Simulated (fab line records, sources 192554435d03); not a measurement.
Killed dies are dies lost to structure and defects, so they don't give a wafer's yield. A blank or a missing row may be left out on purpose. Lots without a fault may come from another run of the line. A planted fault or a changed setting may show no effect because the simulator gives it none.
Which tool did it? | flow n5_finfet | 24 lots, 72 wafers sampled, at 5 steps of a route of 1938

WHAT THE GAUGES READ, wafer by wafer
N5_SD_EPI_N_OVL_MEAS_10. Usual: SD_N_BLK_OVL 0.2 nm, standard deviation 0.89.
lot  | measured    | on         | SD_N_BLK_OVL (nm) | flag
L074 | day 3 01:11 | overlay-01 | -0.1 1.1 0.2      |
L075 | day 3 08:29 | overlay-01 | -0.4 1.0 0.2      |
L076 | day 3 13:16 | overlay-01 | -1.3 -0.9 -0.6    |
L077 | day 3 20:46 | overlay-02 | 0.1 1.1 0.0       |
L078 | day 4 01:28 | overlay-01 | -0.5 -0.9 -0.7    |
L079 | day 4 06:48 | overlay-02 | 1.2 0.5 2.4       |
L080 | day 4 12:41 | overlay-01 | -0.9 0.0 0.5      |
L081 | day 4 19:34 | overlay-02 | 2.4 0.5 1.3       |
L082 | day 5 02:26 | overlay-01 | 0.0 -0.5 -0.2     |
L083 | day 5 08:20 | overlay-01 | -0.3 -0.8 -1.1    |
L084 | day 5 15:20 | overlay-01 | 1.7 1.6 1.8       |
L085 | day 5 19:53 | overlay-01 | 0.7 -0.2 0.6      |
L086 | day 6 03:05 | overlay-02 | 0.6 0.0 0.0       |
L087 | day 6 08:01 | overlay-01 | -0.3 -0.3 -0.7    |
L088 | day 6 12:01 | overlay-02 | -0.5 -0.2 0.2     |
L089 | day 6 18:22 | overlay-02 | 0.6 2.6 2.0       |
L090 | day 7 00:20 | overlay-02 | -0.8 0.2 -0.2     |
L091 | day 7 07:22 | overlay-01 | 0.1 0.1 -0.7      |
L092 | day 7 14:38 | overlay-02 | 0.8 -0.7 0.1      |
L093 | day 7 19:18 | overlay-01 | 0.0 0.0 -0.4      |
L094 | day 8 02:45 | overlay-02 | 0.4 -0.3 0.1      |
L095 | day 8 06:49 | overlay-01 | 0.5 -0.8 0.1      |
L096 | day 8 12:05 | overlay-01 | 2.0 0.9 1.3       |
L097 | day 8 21:34 | overlay-01 | 0.1 -1.6 -1.6     |

N5_SDB_OVL_MEAS_12. Usual: SDB_OVL -0.1 nm, standard deviation 0.67.
lot  | measured    | on         | SDB_OVL (nm)   | flag
L074 | day 3 17:29 | overlay-02 | 1.0 -0.3 -0.5  |
L075 | day 4 01:16 | overlay-02 | 0.1 -0.5 0.2   |
L076 | day 4 07:12 | overlay-01 | 0.3 0.0 0.1    |
L077 | day 4 14:17 | overlay-02 | -1.4 -0.4 -0.7 |
L078 | day 4 19:46 | overlay-02 | -0.3 -0.1 -0.1 |
L079 | day 5 01:27 | overlay-01 | 0.3 0.6 1.7    |
L080 | day 5 04:54 | overlay-01 | -1.2 -0.8 -1.1 |
L081 | day 5 12:36 | overlay-02 | 0.1 0.3 -0.1   |
L082 | day 5 18:29 | overlay-01 | -0.4 -1.5 -1.7 |
L083 | day 6 00:46 | overlay-01 | -0.2 1.2 1.2   |
L084 | day 6 09:05 | overlay-02 | 0.4 -0.1 -0.2  |
L085 | day 6 12:35 | overlay-01 | -0.1 0.1 -0.3  |
L086 | day 6 22:43 | overlay-02 | -0.3 -0.2 -0.2 |
L087 | day 7 00:40 | overlay-01 | -0.1 -1.2 0.0  |
L088 | day 7 05:28 | overlay-02 | -0.1 -0.2 1.2  |
L089 | day 7 11:23 | overlay-02 | -0.7 0.3 -0.8  |
L090 | day 7 20:11 | overlay-01 | 1.0 0.1 0.7    |
L091 | day 8 02:28 | overlay-01 | 0.5 0.9 -0.1   |
L092 | day 8 08:29 | overlay-02 | 0.1 0.0 -0.1   |
L093 | day 8 11:49 | overlay-01 | -1.3 -0.2 -0.5 |
L094 | day 8 22:06 | overlay-01 | -0.9 -0.5 -1.9 |
L095 | day 9 01:32 | overlay-02 | -0.2 1.3 0.6   |
L096 | day 9 05:24 | overlay-01 | -0.2 0.2 0.0   |
L097 | day 9 13:20 | overlay-01 | 0.2 0.4 0.2    |

WHICH TOOL RAN EACH LOT (tool, then ch and the chambers of the sampled wafers, then the start)
lot  | N5_SD_EPI_N_ETCH_45               | N5_SD_EPI_N_VAPOR_ETCH_50      | N5_ILD0_CMP_12
L074 | rie_diel-05 ch 0,1,3, day 3 01:46 | epi_rpcvd-04 ch 0, day 3 03:03 | cmp-01 ch 2,3, day 3 16:39
L075 | rie_diel-01 ch 2,3, day 3 09:19   | epi_rpcvd-03 ch 0, day 3 10:27 | cmp-03 ch 0,1,2, day 4 00:26
L076 | rie_diel-03 ch 0,1,3, day 3 14:00 | epi_rpcvd-03 ch 0, day 3 15:06 | cmp-02 ch 0,1,3, day 4 06:22
L077 | rie_diel-05 ch 0,3, day 3 21:29   | epi_rpcvd-01 ch 0, day 3 22:37 | cmp-03 ch 0,1,2, day 4 13:32
L078 | rie_diel-01 ch 0,3, day 4 02:02   | epi_rpcvd-03 ch 0, day 4 03:03 | cmp-01 ch 0,2,3, day 4 17:46
L079 | rie_diel-05 ch 3, day 4 07:38     | epi_rpcvd-01 ch 0, day 4 08:48 | cmp-02 ch 0,1,3, day 5 00:44
L080 | rie_diel-05 ch 0,1,3, day 4 13:15 | epi_rpcvd-01 ch 0, day 4 14:16 | cmp-01 ch 1,3, day 5 04:04
L081 | rie_diel-05 ch 0,2,3, day 4 20:08 | epi_rpcvd-03 ch 0, day 4 21:08 | cmp-02 ch 0,1,2, day 5 11:55
L082 | rie_diel-01 ch 0,2,3, day 5 03:16 | epi_rpcvd-03 ch 0, day 5 04:16 | cmp-03 ch 0,1,2, day 5 17:47
L083 | rie_diel-01 ch 0,2, day 5 08:56   | epi_rpcvd-03 ch 0, day 5 10:03 | cmp-03 ch 0,3, day 6 00:04
L084 | rie_diel-03 ch 1,2,3, day 5 16:11 | epi_rpcvd-04 ch 0, day 5 17:17 | cmp-02 ch 1,2,3, day 6 08:22
L085 | rie_diel-03 ch 1,2,3, day 5 20:27 | epi_rpcvd-01 ch 0, day 5 21:41 | cmp-01 ch 0,1,2, day 6 11:51
L086 | rie_diel-03 ch 0,2,3, day 6 03:40 | epi_rpcvd-03 ch 0, day 6 04:41 | cmp-01 ch 0,1,3, day 6 21:52
L087 | rie_diel-01 ch 2,3, day 6 08:35   | epi_rpcvd-01 ch 0, day 6 09:35 | cmp-01 ch 2,3, day 6 23:52
L088 | rie_diel-05 ch 0,1,2, day 6 12:50 | epi_rpcvd-03 ch 0, day 6 13:49 | cmp-03 ch 0,3, day 7 04:40
L089 | rie_diel-01 ch 0,2, day 6 19:01   | epi_rpcvd-03 ch 0, day 6 20:01 | cmp-02 ch 0,1,3, day 7 10:45
L090 | rie_diel-05 ch 1,3, day 7 01:42   | epi_rpcvd-01 ch 0, day 7 02:52 | cmp-03 ch 0,3, day 7 19:23
L091 | rie_diel-03 ch 1,2,3, day 7 07:57 | epi_rpcvd-01 ch 0, day 7 09:03 | cmp-02 ch 1,2,3, day 8 01:43
L092 | rie_diel-01 ch 0,2, day 7 15:13   | epi_rpcvd-01 ch 0, day 7 16:22 | cmp-02 ch 0,1,2, day 8 07:44
L093 | rie_diel-05 ch 0,2,3, day 7 19:52 | epi_rpcvd-04 ch 0, day 7 20:58 | cmp-03 ch 0,2,3, day 8 10:59
L094 | rie_diel-01 ch 0,2,3, day 8 03:20 | epi_rpcvd-01 ch 0, day 8 04:26 | cmp-02 ch 0,3, day 8 21:23
L095 | rie_diel-05 ch 0,1,2, day 8 07:23 | epi_rpcvd-04 ch 0, day 8 08:34 | cmp-03 ch 0,2,3, day 9 00:44
L096 | rie_diel-05 ch 0,2, day 8 12:56   | epi_rpcvd-03 ch 0, day 8 13:55 | cmp-02 ch 0,2, day 9 04:34
L097 | rie_diel-03 ch 1,2,3, day 8 22:16 | epi_rpcvd-03 ch 0, day 8 23:17 | cmp-02 ch 2,3, day 9 12:37
- N5_SD_EPI_N_ETCH_45: etches SiOCN in CH3F/O2, target depth 6 nm.
- N5_SD_EPI_N_VAPOR_ETCH_50: etches Si in HCl, time 54 s.
- N5_ILD0_CMP_12: polishes SiNx, stops on poly-Si, t overpolish 6 s, target thk 17.67 nm.

WHAT THE TOOLS THEMSELVES READ (means of the sampled wafers that have a number; where no wafer has one, the mark that the record gives instead)
N5_SD_EPI_N_ETCH_45. Usual: drypump_motor_current_A 5.6 A, standard deviation 0.4; oes_product_au 0.81 a.u., standard deviation 0.088; rf_vpp_V 127.4 V, standard deviation 0.89; showerhead_plenum_p_Torr 2.00 Torr, standard deviation 0.06; throttle_valve_pct 23.30 %, standard deviation 0.3.
lot  | tool        | drypump_motor_current_A (A) | oes_product_au (a.u.) | rf_vpp_V (V) | showerhead_plenum_p_Torr (Torr) | throttle_valve_pct (%) | flag
L074 | rie_diel-05 | 5.5                         | 0.81                  | 128.1        | 2.04                            | 23.33                  |
L075 | rie_diel-01 | 5.6                         | 0.80                  | 127.2        | 1.97                            | 23.52                  |
L076 | rie_diel-03 | 5.9                         | 0.76                  | 127.3        | 1.98                            | 23.27                  |
L077 | rie_diel-05 | 5.6                         | 0.79                  | 127.0        | 2.04                            | 23.26                  |
L078 | rie_diel-01 | 5.1                         | 0.90                  | 127.2        | 1.96                            | 23.08                  |
L079 | rie_diel-05 | 5.6                         | 0.76                  | 127.6        | 2.01                            | 23.49                  |
L080 | rie_diel-05 | 5.5                         | 0.79                  | 127.6        | 2.04                            | 23.34                  |
L081 | rie_diel-05 | 5.8                         | 0.77                  | 128.4        | 2.05                            | 23.23                  |
L082 | rie_diel-01 | 5.4                         | 0.84                  | 127.4        | 1.96                            | 23.31                  |
L083 | rie_diel-01 | 5.3                         | 0.82                  | 127.7        | 1.96                            | 23.17                  |
L084 | rie_diel-03 | 6.1                         | 0.93                  | 127.3        | 2.00                            | 23.20                  |
L085 | rie_diel-03 | 6.1                         | 0.91                  | 126.8        | 2.00                            | 23.20                  |
L086 | rie_diel-03 | 5.7                         | 0.81                  | 127.6        | 1.98                            | 23.24                  |
L087 | rie_diel-01 | 5.4                         | 0.83                  | 127.6        | 1.95                            | 23.47                  |
L088 | rie_diel-05 | 5.7                         | 0.76                  | 127.5        | 2.04                            | 23.32                  |
L089 | rie_diel-01 | 5.6                         | 0.76                  | 127.1        | 1.96                            | 23.42                  |
L090 | rie_diel-05 | 5.5                         | 0.73                  | 126.9        | 1.99                            | 23.68                  |
L091 | rie_diel-03 | 6.1                         | 0.90                  | 126.4        | 2.00                            | 23.22                  |
L092 | rie_diel-01 | 5.3                         | 0.79                  | 127.1        | 1.95                            | 23.21                  |
L093 | rie_diel-05 | 5.7                         | 0.75                  | 128.2        | 2.05                            | 23.25                  |
L094 | rie_diel-01 | 5.3                         | 0.79                  | 127.4        | 1.95                            | 23.36                  |
L095 | rie_diel-05 | 5.7                         | 0.75                  | 127.8        | 2.04                            | 23.32                  |
L096 | rie_diel-05 | 5.7                         | 0.77                  | 127.2        | 2.07                            | 23.03                  |
L097 | rie_diel-03 | 6.1                         | 0.87                  | 127.3        | 1.99                            | 23.23                  |

N5_SD_EPI_N_VAPOR_ETCH_50. Usual: throttle_valve_pct 12.27 %, standard deviation 0.23.
lot  | tool         | throttle_valve_pct (%) | flag
L074 | epi_rpcvd-04 | 11.85                  |
L075 | epi_rpcvd-03 | 12.22                  |
L076 | epi_rpcvd-03 | 12.36                  |
L077 | epi_rpcvd-01 | 12.39                  |
L078 | epi_rpcvd-03 | 12.40                  |
L079 | epi_rpcvd-01 | 12.33                  |
L080 | epi_rpcvd-01 | 12.20                  |
L081 | epi_rpcvd-03 | 12.23                  |
L082 | epi_rpcvd-03 | 12.29                  |
L083 | epi_rpcvd-03 | 12.36                  |
L084 | epi_rpcvd-04 | 11.73                  |
L085 | epi_rpcvd-01 | 12.32                  |
L086 | epi_rpcvd-03 | 12.29                  |
L087 | epi_rpcvd-01 | 12.34                  |
L088 | epi_rpcvd-03 | 12.34                  |
L089 | epi_rpcvd-03 | 12.33                  |
L090 | epi_rpcvd-01 | 12.41                  |
L091 | epi_rpcvd-01 | 12.52                  |
L092 | epi_rpcvd-01 | 12.25                  |
L093 | epi_rpcvd-04 | 11.99                  |
L094 | epi_rpcvd-01 | 12.43                  |
L095 | epi_rpcvd-04 | 11.88                  |
L096 | epi_rpcvd-03 | 12.32                  |
L097 | epi_rpcvd-03 | 12.39                  |

N5_ILD0_CMP_12. Usual: edge_zone_pressure_frac 1.000, standard deviation 0.0052; motor_current_A 9.1 A, standard deviation 0.98; overpolish_run_s 6.000 s, standard deviation 0.0085; pad_life_wafers 1286, standard deviation 610; time_to_endpoint_s 29.3 s, standard deviation 2.9.
lot  | tool   | edge_zone_pressure_frac | motor_current_A (A) | overpolish_run_s (s) | pad_life_wafers | time_to_endpoint_s (s) | flag
L074 | cmp-01 | 0.994                   | 8.6                 | 5.998                | 858             | 35.4                   |
L075 | cmp-03 | 1.003                   | 9.2                 | 6.007                | 1214            | 29.2                   |
L076 | cmp-02 | 1.000                   | 9.3                 | 5.998                | 1249            | 30.5                   |
L077 | cmp-03 | 0.999                   | 9.1                 | 6.007                | 1316            | 28.7                   |
L078 | cmp-01 | 0.997                   | 9.0                 | 5.998                | 1034            | 29.0                   |
L079 | cmp-02 | 1.000                   | 9.1                 | 5.990                | 1387            | 27.3                   |
L080 | cmp-01 | 0.997                   | 8.4                 | 5.999                | 1117            | 34.7                   |
L081 | cmp-02 | 0.996                   | 9.0                 | 6.000                | 1490            | 28.4                   |
L082 | cmp-03 | 1.001                   | 8.8                 | 6.003                | 1526            | 30.2                   |
L083 | cmp-03 | 1.007                   | 8.6                 | 6.002                | 1572            | 28.4                   |
L084 | cmp-02 | 1.002                   | 9.3                 | 5.994                | 1653            | 28.0                   |
L085 | cmp-01 | 1.000                   | 9.8                 | 6.004                | 1389            | 32.6                   |
L086 | cmp-01 | 1.002                   | 8.4                 | 6.006                | 1435            | 34.8                   |
L087 | cmp-01 | 0.994                   | 8.6                 | 6.003                | 1447            | 30.8                   |
L088 | cmp-03 | 1.000                   | 9.5                 | 5.998                | 1808            | 28.1                   |
L089 | cmp-02 | 0.999                   | 9.1                 | 6.001                | 1880            | 28.1                   |
L090 | cmp-03 | 0.997                   | 9.2                 | 5.998                | 1928            | 28.8                   |
L091 | cmp-02 | 0.999                   | 9.4                 | 5.997                | 2012            | 25.8                   |
L092 | cmp-02 | 0.995                   | 8.9                 | 5.993                | 2066            | 27.7                   |
L093 | cmp-03 | 1.004                   | 9.2                 | 5.998                | 2066            | 28.2                   |
L094 | cmp-02 | 1.003                   | 9.1                 | 6.008                | 66              | 29.6                   |
L095 | cmp-03 | 1.007                   | 9.2                 | 6.007                | 38              | 26.3                   |
L096 | cmp-02 | 1.000                   | 8.3                 | 6.003                | 133             | 25.6                   |
L097 | cmp-02 | 0.994                   | 9.1                 | 6.002                | 186             | 27.6                   |

THE ANSWER, worked out from the rows above alone
Rule: a lot is off if the mean of its wafers that have a number lies more than 3 standard deviations from the usual mean. A lot without any number at a reading at which 4 lots or more have one is off too. The other lots that the step has rows for count as sound. The gauges are gone through in route order, then the tools' own readings, and for those a lot's mean is taken as printed above. The first step at which some lot is off is used, and at that step the reading that is off furthest; a lot without a number counts as furthest.
No lot is off at any reading shown: from this, nothing can be told.

WHAT THE SIMULATOR HAD PUT IN
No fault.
